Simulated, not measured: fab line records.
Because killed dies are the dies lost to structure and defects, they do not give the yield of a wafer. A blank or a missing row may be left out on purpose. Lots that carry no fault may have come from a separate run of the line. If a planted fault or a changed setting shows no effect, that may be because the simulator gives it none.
Chamber matching    flow nand_harc    NHARC_A_STAIRCASE_DEP_151 on pecvd-03 has 3 sister chambers
The step deposits SiO2, target thk 7200 nm. 3 wafers are shown with their chamber, then 12 later ones without.

## WAFERS WITH THEIR CHAMBER
wafer   chamber  heater_power_w (W)
L090.1  0        978
L090.2  2        731
L090.3  1        673

## WAFERS WITH NO CHAMBER GIVEN
wafer   heater_power_w (W)
L090.4  613
L090.5  615
L090.6  761
L094.3  890
L094.5  607
L094.6  599
L093.1  758
L093.3  919
L093.4  619
L095.1  930
L095.2  646
L095.3  637

## WHICH CHAMBER EACH ONE RAN IN
wafer   from the rows above      in truth
L090.4  can't be placed: 1 or 2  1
L090.5  can't be placed: 1 or 2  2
L090.6  can't be placed: 2 or 1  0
L094.3  can't be placed: 0 or 2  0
L094.5  can't be placed: 1 or 2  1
L094.6  can't be placed: 1 or 2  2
L093.1  can't be placed: 2 or 1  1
L093.3  0                        0
L093.4  can't be placed: 1 or 2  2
L095.1  0                        0
L095.2  can't be placed: 1 or 2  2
L095.3  can't be placed: 1 or 2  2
Correct placement for 2 of the 12. Can't be placed from these rows: 10 (the true chamber is among the candidates in 9). Number placed wrongly: 0.
How it was worked out, from the rows above alone: a wafer's distance from a chamber is the root of the sum, over the readings, of the square of ((its reading less the chamber's mean) divided by the reading's scatter). The wafer belongs to the nearest chamber; if the next one is less than 2 further off, it can't be placed. A chamber's mean is the mean of its shown wafers. The scatter: with one shown wafer a chamber, the root of the mean of the squares of how far each hidden wafer lies from its nearest shown one.
